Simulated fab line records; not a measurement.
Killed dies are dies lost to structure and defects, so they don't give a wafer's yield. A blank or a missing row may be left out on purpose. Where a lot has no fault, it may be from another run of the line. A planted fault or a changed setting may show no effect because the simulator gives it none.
fab line records -- flow n5Finfet
record: lots: 7, wafers: 39
route steps=1938 shown WELL_APT@26 FIN_SAQP@102 STI_FIN_REVEAL@190 BEOL_M0_SAQP@636 BEOL_M1@754 BEOL_M4@1083 BEOL_M5@1174 BEOL_M7@1321 BEOL_M8@1391 BEOL_M12@1650 BEOL_M13@1706 MIM_BOT_LITHO@1860 PASSIVATION@1936
startH: hours from the record's first day to the start of the lot's first wafer shown -- waitH: time in hours since the lot's previous step -- " as in the row above -- L1.1+2: a single row standing in for several wafers -- - no value, or no start given -- * or withheld: withheld -- < > ~ a bound
route shown NAME@n: NAME is a module with steps in the file, n the number in the route of the first one -- usual: mean/standard deviation taken from wafers without a fault -- same: alike in all rows -- chamber/n: place in a boat -- sites: per-site readings -- _std_site: their standard deviation -- _edge_site: the outer-site mean with the inner-site mean subtracted -- radiusMm: how far each site lies from the wafer's centre -- mask NAME#n: copy n -- behind: tool/chamber where the wafer was last shaped -- hold: the reason the lot was held/the length of the hold in hours/how it ended -- device: which transistor (n, p or np) failed to switch -- end of line: the route-end tests of the same wafers -- a step with no rows: only its recipe -- killed: count of dies lost to structure and defects at first sort (not the wafer's yield) -- map: shows each die of a wafer: x if killed, . if not, _ if none is there
set.NAME: the setting that was run; set.NAME@STEP: the one run at that earlier step -- model.NAME: the simulator's own value behind a step, which no gauge read
one table per step and one row per wafer, for lots whose settings were changed on purpose
== steps ==
step: N5_WELL_APT_DEVELOP_07
recipe: developTimeS: 45, rinseLiquid: surfactantRinse, dry: airSpin, devTempC: 21
step: N5_FIN_SAQP_HM_DEP_72
recipe: material: SiO2, targetThkA: 120, tempC: 400, precursor: SiH4/N2O, pressureTorr: 0.75, rfW: 275, timeS: 7.2
step: N5_STI_FIN_REVEAL_ETCHBACK_08
recipe: chemistry: C4F6/O2, target: SiO2, targetDepthA: 305, timeS: 10.167, ionEnergyEv: 250, pressureMtorr: 30, sourceW: 345, biasW: 185, Ar_flow_sccm: 300, C4F6_flow_sccm: 10, O2_flow_sccm: 10
step: N5_BEOL_M0_SAQP_PECVD_96
recipe: material: a-Si, targetThkA: 450, tempC: 350, precursor: SiH4/He, pressureTorr: 3, rfW: 100, timeS: 45.2
step: N5_BEOL_M1_HM_DEP_02
recipe: material: TiN, targetThkA: 200, tempC: 25, chamberPressurePa: 0.49996
step: N5_BEOL_M1_ETCH_70
recipe: chemistry: N2/H2, target: SOC, targetDepthA: 800, overetchA: 160, maskMaterial: SiARC, tempC: 40, timeS: 120, ionEnergyEv: 200, pressureMtorr: 30, sourceW: 840, biasW: 150, n2FlowSccm: 200, h2FlowSccm: 200
step: N5_BEOL_M4_CVD_47
recipe: material: Co, targetThkA: 30, tempC: withheld, precursor: CCTBA/H2, pressureTorr: 30, timeS: 223.8
step: N5_BEOL_M5_CVD_47
recipe: material: Co, targetThkA: 30, tempC: withheld, precursor: CCTBA/H2, pressureTorr: 30, timeS: 216
step: N5_BEOL_M7_SURFACE_TREAT_79
recipe: gas: Ar, timeS: *, ionEnergyEv: *, ionCurrentMaCm2: 0.5, pressureMtorr: *, arFlowSccm: 30
step: N5_BEOL_M8_CVD_78
recipe: material: Co, targetThkA: 20, tempC: withheld, precursor: CCTBA/H2, pressureTorr: 30, timeS: 142.3
step: N5_BEOL_M12_SPUTTER_45
recipe: material: Cu, targetThkA: 800, tempC: -20, biasV: 60, powerW: 26000, chamberPressurePa: 0.13, timeS: 13.33
step: N5_BEOL_M13_SPUTTER_44
recipe: material: Ta, targetThkA: 100, tempC: 50, biasV: 80, powerW: 15000, chamberPressurePa: 0.07, timeS: 16.13
step: N5_MIM_BOT_LITHO_DEVELOP_07
recipe: developTimeS: 60, rinseLiquid: diw, dry: airSpin, devTempC: 21
step: N5_PASSIVATION_PROBE_49
usual: sort_bin_4_leakage: 0/0
lot.wafer,tool,chamber,startH,waitH,set.developTimeS@WELL_APT_DEVELOP_07,set.timeS@FIN_SAQP_HM_DEP_72,set.targetDepthA@STI_FIN_REVEAL_ETCHBACK_08,set.timeS@BEOL_M0_SAQP_PECVD_96,set.targetThkA@BEOL_M1_HM_DEP_02,set.timeS@BEOL_M1_ETCH_70,set.targetThkA@BEOL_M4_CVD_47,set.targetThkA@BEOL_M5_CVD_47,set.timeS@BEOL_M7_SURFACE_TREAT_79,set.targetThkA@BEOL_M8_CVD_78,set.targetThkA@BEOL_M12_SPUTTER_45,set.timeS@BEOL_M13_SPUTTER_44,set.developTimeS@MIM_BOT_LITHO_DEVELOP_07,sort_bin_4_leakage[%]
L084.1,prober-01,-,328.49,0.0,45,7.2,305,45.2,200,120,30,30,*,20,800,16.13,60,0
L084.2,prober-01,-,328.54,0.1,45,7.2,305,45.2,200,120,30,30,*,20,800,16.13,60,0
L084.6,prober-01,-,328.74,0.3,45,7.2,305,45.2,200,120,30,30,*,20,800,16.13,60,0
L085.1,prober-01,-,349.13,0.0,45,7.2,305,31.76,200,141.9,20.14,30,*,20,800,16.13,60,0
L085.2,prober-01,-,349.18,0.1,45,7.2,176.2,45.2,200,141.9,20.14,30,*,20,373.8,16.13,45.48,80.68
L085.3,prober-01,-,349.23,0.1,70.35,3.516,176.2,45.2,200,120,30,41.44,*,20,373.8,16.13,45.48,80.59
L085.4,prober-01,-,349.28,0.2,70.35,7.2,305,45.2,200,120,20.14,41.44,*,20,800,16.13,45.48,0
L085.5,prober-01,-,349.33,0.2,45,3.516,176.2,31.76,200,141.9,30,41.44,*,20,800,16.13,60,91.44
L085.6,prober-01,-,349.38,0.3,70.35,3.516,305,31.76,200,120,30,30,*,20,373.8,16.13,60,0
L086.1,prober-02,-,357.20,0.0,28.25,7.2,305,45.2,200,96.76,36.32,15.22,*,8.041,800,16.13,60,0
L086.2,prober-02,-,357.25,0.1,45,3.826,305,31.63,200,96.76,36.32,30,*,20,800,16.13,60,0
L086.3,prober-02,-,357.30,0.1,45,3.826,305,31.63,200,120,30,30,*,8.041,800,16.13,60,0
L086.4,prober-02,-,357.35,0.2,45,7.2,218.8,45.2,200,120,30,30,*,8.041,800,16.13,60,92.80
L086.5,prober-02,-,357.40,0.2,28.25,7.2,218.8,31.63,200,120,36.32,15.22,*,20,800,16.13,60,89.24
L086.6,prober-02,-,357.45,0.3,28.25,3.826,218.8,45.2,200,96.76,30,15.22,*,20,800,16.13,60,90.59
L089.1,prober-01,-,369.98,0.0,45,7.2,305,58.14,260.4,170.5,21.67,30,*,30.99,608.6,11.16,25.87,0
L089.2,prober-01,-,370.03,0.1,45,3.806,305,45.2,260.4,170.5,21.67,47.43,*,20,608.6,16.13,25.87,0
L089.3,prober-01,-,370.08,0.1,45,3.806,305,58.14,200,120,21.67,30,*,30.99,800,11.16,25.87,0
L089.4,prober-01,-,370.13,0.2,45,7.2,305,45.2,260.4,120,30,47.43,*,20,800,11.16,60,0
L089.5,prober-01,-,370.18,0.2,45,3.806,305,58.14,200,120,30,47.43,*,30.99,800,16.13,60,0
L089.6,prober-01,-,370.23,0.3,45,7.2,305,45.2,200,170.5,30,30,*,20,608.6,16.13,60,0
L090.1,prober-01,-,374.06,0.0,45,7.2,305,45.2,319.3,120,30,30,*,20,800,23.79,60,0
L090.2,prober-01,-,374.11,0.1,45,9.393,305,45.2,200,120,30,30,*,28.73,562.7,23.79,60,0
L090.3,prober-01,-,374.16,0.1,67.97,9.393,305,45.2,200,120,13.54,30,*,28.73,800,16.13,86.12,0
L090.4,prober-01,-,374.21,0.2,45,7.2,305,45.2,319.3,120,13.54,30,*,28.73,562.7,16.13,86.12,0
L090.5,prober-01,-,374.26,0.2,67.97,9.393,305,45.2,319.3,120,30,30,*,20,562.7,16.13,60,0
L090.6,prober-01,-,374.31,0.3,67.97,7.2,305,45.2,200,120,13.54,30,*,20,800,23.79,86.12,0
L092.1,prober-02,-,387.41,0.0,33.13,7.2,399.6,45.2,107,120,17.38,30,*,20,1101,16.13,33.02,0
L092.2,prober-02,-,387.46,0.1,45,7.2,305,45.2,107,74.63,17.38,30,*,20,1101,16.13,60,0
L092.3,prober-02,-,387.51,0.1,45,9.296,399.6,45.2,107,120,30,30,*,20,800,16.13,33.02,0
L092.4,prober-02,-,387.56,0.2,33.13,7.2,399.6,45.2,200,74.63,30,30,*,20,1101,16.13,60,0
L092.5,prober-02,-,387.61,0.2,33.13,9.296,305,45.2,200,120,17.38,30,*,20,800,16.13,60,0
L092.6,prober-02,-,387.66,0.3,45,9.296,305,45.2,200,74.63,30,30,*,20,800,16.13,33.02,0
L094.1,prober-01,-,398.01,0.0,45,9.465,253,61.91,200,120,19.64,15.93,*,20,800,16.13,60,91.61
L094.2,prober-01,-,398.06,0.1,45,9.465,305,45.2,200,120,19.64,30,*,20,973,16.13,86.94,0
L094.3,prober-01,-,398.11,0.1,45,7.2,253,61.91,200,71.08,30,30,*,20,800,22.35,60,22.71
L094.4,prober-01,-,398.16,0.2,45,7.2,253,45.2,164.7,71.08,30,15.93,*,20,800,16.13,86.94,0
L094.5,prober-01,-,398.21,0.2,45,7.2,305,61.91,164.7,120,30,15.93,*,20,973,22.35,60,0
L094.6,prober-01,-,398.26,0.3,45,9.465,305,45.2,164.7,71.08,19.64,30,*,20,973,22.35,86.94,0
killed by level:class
L084.1 MOL_CONTACT_COAG:geometricParticle:open=13 BEOL_M0_SAQP:geometricParticle:open=11 BEOL_M2:geometricParticle:open=10 BEOL_M0_SAQP:geometricParticle:short=7 FIN_SAQP:geometricParticle:short=5 FIN_SAQP:geometricParticle:open=5 MOL_CONTACT_COAG:geometricParticle:short=5 DUMMY_GATE:geometricParticle:open=4
L084.2 BEOL_M3:geometricParticle:open=15 BEOL_M0_SAQP:geometricParticle:open=13 MOL_CONTACT_COAG:geometricParticle:open=10 BEOL_M4:geometricParticle:open=9 BEOL_M0_SAQP:geometricParticle:short=8 GATE_CUT:geometricParticle:short=7 FIN_SAQP:geometricParticle:open=5 FIN_SAQP:geometricParticle:short=5
L084.6 BEOL_M3:geometricParticle:open=11 BEOL_M4:geometricParticle:open=11 BEOL_M0_SAQP:geometricParticle:open=9 BEOL_M0_SAQP:geometricParticle:short=7 FIN_SAQP:geometricParticle:open=6 MOL_CONTACT_COAG:geometricParticle:open=6 STI_FIN_REVEAL:geometricParticle:open=5 BEOL_M0:geometricParticle:open=4
L085.1 FIN_SAQP:geometricParticle:open=28 STI_FIN_REVEAL:geometricParticle:open=19 FIN_SAQP:geometricParticle:short=11 DUMMY_GATE:geometricParticle:open=11 MOL_CONTACT_COAG:geometricParticle:open=11 BEOL_M0_SAQP:geometricParticle:open=7 MOL_CONTACT_COAG:geometricParticle:short=6 BEOL_M0_SAQP:geometricParticle:short=6
L085.2 BEOL_M12:interfaceVoidOpened=141 STI_FIN_REVEAL:geometricParticle:open=14 MOL_CONTACT_COAG:geometricParticle:open=11 FIN_SAQP:geometricParticle:open=8 FIN_SAQP:geometricParticle:short=7 BEOL_M3:geometricParticle:open=7 BEOL_M1:geometricParticle:open=4 DUMMY_GATE:geometricParticle:open=3
L085.3 BEOL_M12:interfaceVoidOpened=140 MOL_CONTACT_COAG:geometricParticle:open=15 FIN_SAQP:geometricParticle:short=6 FIN_SAQP:geometricParticle:open=6 GATE_CUT:geometricParticle:short=6 BEOL_M0_SAQP:geometricParticle:short=5 BEOL_M2:geometricParticle:open=5 BEOL_M3:geometricParticle:open=5
L085.4 FIN_SAQP:geometricParticle:open=14 BEOL_M2:geometricParticle:open=14 STI_FIN_REVEAL:geometricParticle:open=10 HKMG_FIN:areaEtch=10 FIN_SAQP:geometricParticle:short=8 BEOL_M0_SAQP:geometricParticle:short=8 MOL_CONTACT_COAG:geometricParticle:open=6 BEOL_M3:geometricParticle:open=5
L085.5 STI_FIN_REVEAL:geometricParticle:open=10 BEOL_M0_SAQP:geometricParticle:open=9 FIN_SAQP:geometricParticle:open=8 BEOL_M3:geometricParticle:open=8 FIN_SAQP:geometricParticle:short=6 MOL_CONTACT_COAG:geometricParticle:open=6 DUMMY_GATE:geometricParticle:open=5 BEOL_M0_SAQP:geometricParticle:short=5
L085.6 BEOL_M12:interfaceVoidOpened=146 FIN_SAQP:geometricParticle:open=13 FIN_SAQP:geometricParticle:short=12 STI_FIN_REVEAL:geometricParticle:open=9 DUMMY_GATE:geometricParticle:open=9 BEOL_M1:geometricParticle:open=6 BEOL_M3:geometricParticle:open=6 GATE_CUT:geometricParticle:open=5
L086.1 BEOL_M4:geometricParticle:open=19 FIN_SAQP:geometricParticle:short=12 FIN_SAQP:geometricParticle:open=11 MOL_CONTACT_COAG:geometricParticle:open=10 BEOL_M0_SAQP:geometricParticle:short=8 BEOL_M0_SAQP:geometricParticle:open=7 BEOL_M2:geometricParticle:open=7 BEOL_M8:interfaceVoidOpened=6
L086.2 MOL_CONTACT_COAG:geometricParticle:open=14 BEOL_M4:geometricParticle:open=13 FIN_SAQP:geometricParticle:short=11 BEOL_M0_SAQP:geometricParticle:open=11 GATE_CUT:geometricParticle:short=10 FIN_SAQP:geometricParticle:open=8 BEOL_M2:geometricParticle:open=7 MOL_CONTACT_COAG:geometricParticle:short=6
L086.3 BEOL_M2:geometricParticle:open=11 BEOL_M4:geometricParticle:open=10 MOL_CONTACT_COAG:geometricParticle:open=8 FIN_SAQP:geometricParticle:open=7 FIN_SAQP:geometricParticle:short=7 STARTING-WAFER:geometricParticle:short=7 GATE_CUT:geometricParticle:short=5 BEOL_M3:geometricParticle:open=4
L086.4 FIN_SAQP:geometricParticle:short=10 BEOL_M4:geometricParticle:open=9 DUMMY_GATE:geometricParticle:open=7 BEOL_M2:geometricParticle:short=6 BEOL_M2:geometricParticle:open=6 MOL_CONTACT_COAG:geometricParticle:open=5 FIN_SAQP:geometricParticle:open=4 BEOL_M3:geometricParticle:open=4
L086.5 FIN_SAQP:geometricParticle:short=14 GATE_CUT:geometricParticle:short=9 BEOL_M2:geometricParticle:open=9 BEOL_M4:geometricParticle:open=9 STI_FIN_REVEAL:geometricParticle:open=7 FIN_SAQP:geometricParticle:open=6 BEOL_M4:geometricParticle:short=6 MOL_CONTACT_COAG:geometricParticle:open=6
L086.6 BEOL_M4:geometricParticle:open=18 FIN_SAQP:geometricParticle:short=17 FIN_SAQP:geometricParticle:open=8 GATE_CUT:geometricParticle:short=8 MOL_CONTACT_COAG:geometricParticle:open=8 MOL_CONTACT_COAG:geometricParticle:short=7 BEOL_M1:geometricParticle:open=6 BEOL_M2:geometricParticle:open=5
L089.1 BEOL_M0_SAQP:geometricParticle:open=15 BEOL_M1:geometricParticle:open=10 BEOL_M5:geometricParticle:open=8 FIN_SAQP:geometricParticle:short=7 MOL_CONTACT_COAG:geometricParticle:open=7 BEOL_M12:interfaceVoidOpened=7 FIN_SAQP:geometricParticle:open=6 BEOL_M0_SAQP:geometricParticle:short=6
L089.2 BEOL_M1:areaOpen=18 MOL_CONTACT_COAG:geometricParticle:short=16 MOL_CONTACT_COAG:geometricParticle:open=15 BEOL_M3:geometricParticle:open=12 BEOL_M12:interfaceVoidOpened=8 BEOL_M0_SAQP:geometricParticle:short=7 FIN_SAQP:geometricParticle:short=6 BEOL_M5:geometricParticle:open=6
L089.3 MOL_CONTACT_COAG:geometricParticle:open=14 BEOL_M0_SAQP:geometricParticle:open=8 BEOL_M1:geometricParticle:open=8 BEOL_M2:geometricParticle:open=7 FIN_SAQP:geometricParticle:short=6 BEOL_M3:geometricParticle:open=6 MIM_TOP_ETCH:geometricParticle:open=6 FIN_SAQP:geometricParticle:open=4
L089.4 BEOL_M1:areaOpen=22 BEOL_M0_SAQP:geometricParticle:open=14 MOL_CONTACT_COAG:geometricParticle:open=12 BEOL_M0_SAQP:geometricParticle:short=12 BEOL_M2:geometricParticle:open=11 FIN_SAQP:geometricParticle:short=10 BEOL_M3:geometricParticle:open=8 FIN_SAQP:geometricParticle:open=6
L089.5 MOL_CONTACT_COAG:geometricParticle:open=22 FIN_SAQP:geometricParticle:short=12 BEOL_M4:geometricParticle:open=7 STI_FIN_REVEAL:geometricParticle:open=6 BEOL_M0_SAQP:geometricParticle:open=6 BEOL_M0_SAQP:geometricParticle:short=6 FIN_SAQP:geometricParticle:open=5 BEOL_M1:geometricParticle:open=5
L089.6 BEOL_M0_SAQP:geometricParticle:short=12 MOL_CONTACT_COAG:geometricParticle:open=11 BEOL_M0_SAQP:geometricParticle:open=10 STI_FIN_REVEAL:geometricParticle:open=8 BEOL_M1:geometricParticle:open=6 BEOL_M3:geometricParticle:open=5 BEOL_M4:geometricParticle:open=5 FIN_SAQP:geometricParticle:short=4
L090.1 BEOL_M1:areaOpen=1097 BEOL_M4:geometricParticle:open=15 MOL_CONTACT_COAG:geometricParticle:open=9 BEOL_M1:geometricParticle:open=6 FIN_SAQP:geometricParticle:open=4 STI_FIN_REVEAL:geometricParticle:open=4 BEOL_M0_SAQP:geometricParticle:short=4 BEOL_M3:geometricParticle:open=4
L090.2 BEOL_M12:interfaceVoidOpened=14 MOL_CONTACT_COAG:geometricParticle:open=13 FIN_SAQP:geometricParticle:open=7 BEOL_M4:geometricParticle:open=7 STI_FIN_REVEAL:geometricParticle:open=6 BEOL_M3:geometricParticle:open=6 FIN_SAQP:geometricParticle:short=5 BEOL_M0_SAQP:geometricParticle:short=5
L090.3 BEOL_M4:geometricParticle:open=9 MOL_CONTACT_COAG:geometricParticle:open=7 DUMMY_GATE:geometricParticle:open=6 BEOL_M0_SAQP:geometricParticle:open=6 BEOL_M2:geometricParticle:open=6 FIN_SAQP:geometricParticle:open=5 BEOL_M1:geometricParticle:open=5 PASS1_CAP:geometricParticle:open=4
L090.4 BEOL_M1:areaOpen=1065 BEOL_M0_SAQP:geometricParticle:open=15 BEOL_M12:interfaceVoidOpened=13 DUMMY_GATE:geometricParticle:open=7 BEOL_M0_SAQP:geometricParticle:short=7 BEOL_M4:geometricParticle:open=6 BEOL_M1:geometricParticle:open=6 STI_FIN_REVEAL:geometricParticle:open=5
L090.5 BEOL_M1:areaOpen=1082 BEOL_M12:interfaceVoidOpened=10 STI_FIN_REVEAL:geometricParticle:open=9 FIN_SAQP:geometricParticle:short=8 BEOL_M4:geometricParticle:short=7 MOL_CONTACT_COAG:geometricParticle:open=6 BEOL_M0_SAQP:geometricParticle:open=6 BEOL_M1:geometricParticle:open=6
L090.6 FIN_SAQP:geometricParticle:open=7 MOL_CONTACT_COAG:geometricParticle:open=7 BEOL_M4:geometricParticle:open=7 STI_FIN_REVEAL:geometricParticle:open=6 BEOL_M2:geometricParticle:open=6 FIN_SAQP:geometricParticle:short=4 BEOL_M1:geometricParticle:open=4 BEOL_M0_SAQP:geometricParticle:short=4
L092.1 MOL_CONTACT_COAG:geometricParticle:open=13 FIN_SAQP:geometricParticle:open=7 BEOL_M0_SAQP:geometricParticle:short=7 STI_FIN_REVEAL:geometricParticle:open=6 BEOL_M3:geometricParticle:open=6 BEOL_M4:geometricParticle:open=6 FIN_SAQP:geometricParticle:short=5 MOL_CONTACT_COAG:geometricParticle:short=5
L092.2 BEOL_M1:areaEtch=121 FIN_SAQP:geometricParticle:open=23 STI_FIN_REVEAL:geometricParticle:open=23 BEOL_M3:geometricParticle:open=18 FIN_SAQP:geometricParticle:short=15 MOL_CONTACT_COAG:geometricParticle:open=11 BEOL_M2:geometricParticle:open=11 STI_FIN_REVEAL:geometricParticle:short=7
L092.3 BEOL_M0_SAQP:geometricParticle:short=14 BEOL_M0_SAQP:geometricParticle:open=12 FIN_SAQP:geometricParticle:open=11 FIN_SAQP:geometricParticle:short=8 STI_FIN_REVEAL:geometricParticle:open=8 MOL_CONTACT_COAG:geometricParticle:open=8 BEOL_M4:geometricParticle:open=7 BEOL_M2:geometricParticle:open=5
L092.4 STI_FIN_REVEAL:geometricParticle:open=16 HKMG_FIN:areaEtch=12 BEOL_M0_SAQP:geometricParticle:open=11 BEOL_M1:areaEtch=10 BEOL_M2:geometricParticle:open=7 FIN_SAQP:geometricParticle:open=7 BEOL_M1:geometricParticle:open=7 BEOL_M3:geometricParticle:open=6
L092.5 BEOL_M3:geometricParticle:open=8 MOL_CONTACT_COAG:geometricParticle:open=8 FIN_SAQP:geometricParticle:open=7 BEOL_M2:geometricParticle:open=7 FIN_SAQP:geometricParticle:short=6 STI_FIN_REVEAL:geometricParticle:open=6 DUMMY_GATE:geometricParticle:open=6 BEOL_M0_SAQP:geometricParticle:short=5
L092.6 BEOL_M1:areaEtch=114 FIN_SAQP:geometricParticle:open=26 STI_FIN_REVEAL:geometricParticle:open=15 BEOL_M2:geometricParticle:open=14 BEOL_M4:geometricParticle:open=10 MOL_CONTACT_COAG:geometricParticle:open=9 FIN_SAQP:geometricParticle:short=8 BEOL_M1:geometricParticle:open=8
L094.1 MOL_CONTACT_COAG:geometricParticle:open=15 BEOL_M3:geometricParticle:open=6 PASS1_CAP:geometricParticle:open=6 STARTING-WAFER:geometricParticle:open=5 FIN_SAQP:geometricParticle:short=3 DUMMY_GATE:geometricParticle:open=3 BEOL_M0_SAQP:geometricParticle:short=3 STARTING-WAFER:geometricParticle:short=3
L094.2 FIN_SAQP:geometricParticle:open=16 MOL_CONTACT_COAG:geometricParticle:open=15 BEOL_M3:geometricParticle:open=12 BEOL_M2:geometricParticle:open=7 FIN_SAQP:geometricParticle:short=6 DUMMY_GATE:geometricParticle:open=5 MIM_TOP_ETCH:geometricParticle:open=5 ILD0:geometricParticle:short=4
L094.3 MOL_CONTACT_COAG:geometricParticle:open=13 BEOL_M1:geometricParticle:open=9 BEOL_M3:geometricParticle:open=9 STARTING-WAFER:geometricParticle:short=8 BEOL_M1:areaEtch=8 FIN_SAQP:geometricParticle:short=7 BEOL_M4:geometricParticle:open=6 FIN_SAQP:geometricParticle:open=5
L094.4 BEOL_M1:areaEtch=1058 BEOL_M3:geometricParticle:open=15 BEOL_M2:geometricParticle:open=14 MOL_CONTACT_COAG:geometricParticle:open=6 FIN_SAQP:geometricParticle:open=5 BEOL_M4:geometricParticle:open=5 BEOL_M8:geometricParticle:open=5 ILD0:geometricParticle:open=4
L094.5 BEOL_M3:geometricParticle:open=17 FIN_SAQP:geometricParticle:open=16 BEOL_M2:geometricParticle:open=11 FIN_SAQP:geometricParticle:short=9 BEOL_M0_SAQP:geometricParticle:open=9 MOL_CONTACT_COAG:geometricParticle:open=8 BEOL_M0_SAQP:geometricParticle:short=5 ILD0:geometricParticle:short=4
L094.6 BEOL_M1:areaEtch=1066 MOL_CONTACT_COAG:geometricParticle:open=29 STI_FIN_REVEAL:geometricParticle:open=7 MOL_CONTACT_COAG:geometricParticle:short=7 BEOL_M2:geometricParticle:open=7 FIN_SAQP:geometricParticle:short=5 BEOL_M0_SAQP:geometricParticle:short=4 BEOL_M0_SAQP:geometricParticle:open=4
== key ==
split: step: N5_WELL_APT_DEVELOP_07, setting: developTimeS, statedAs: 45
response none clear
split: step: N5_FIN_SAQP_HM_DEP_72, setting: timeS, statedAs: 7.2
response none clear
split: step: N5_STI_FIN_REVEAL_ETCHBACK_08, setting: targetDepthA, statedAs: 305
response: step: N5_PASSIVATION_PROBE_49, reading: sort_bin_4_leakage, slope: -1.76, per: 1%, togetherWith: all, explained: 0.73
split: step: N5_BEOL_M0_SAQP_PECVD_96, setting: timeS, statedAs: 45.2
response none clear
split: step: N5_BEOL_M1_HM_DEP_02, setting: targetThkA, statedAs: 200
response none clear
split: step: N5_BEOL_M1_ETCH_70, setting: timeS, statedAs: 120
response none clear
split: step: N5_BEOL_M4_CVD_47, setting: targetThkA, statedAs: 30
response none clear
split: step: N5_BEOL_M5_CVD_47, setting: targetThkA, statedAs: 30
response none clear
split: step: N5_BEOL_M7_SURFACE_TREAT_79, setting: timeS, statedAs: *
response none clear
split: step: N5_BEOL_M8_CVD_78, setting: targetThkA, statedAs: 20
response none clear
split: step: N5_BEOL_M12_SPUTTER_45, setting: targetThkA, statedAs: 800
response none clear
split: step: N5_BEOL_M13_SPUTTER_44, setting: timeS, statedAs: 16.13
response none clear
split: step: N5_MIM_BOT_LITHO_DEVELOP_07, setting: developTimeS, statedAs: 60
response none clear
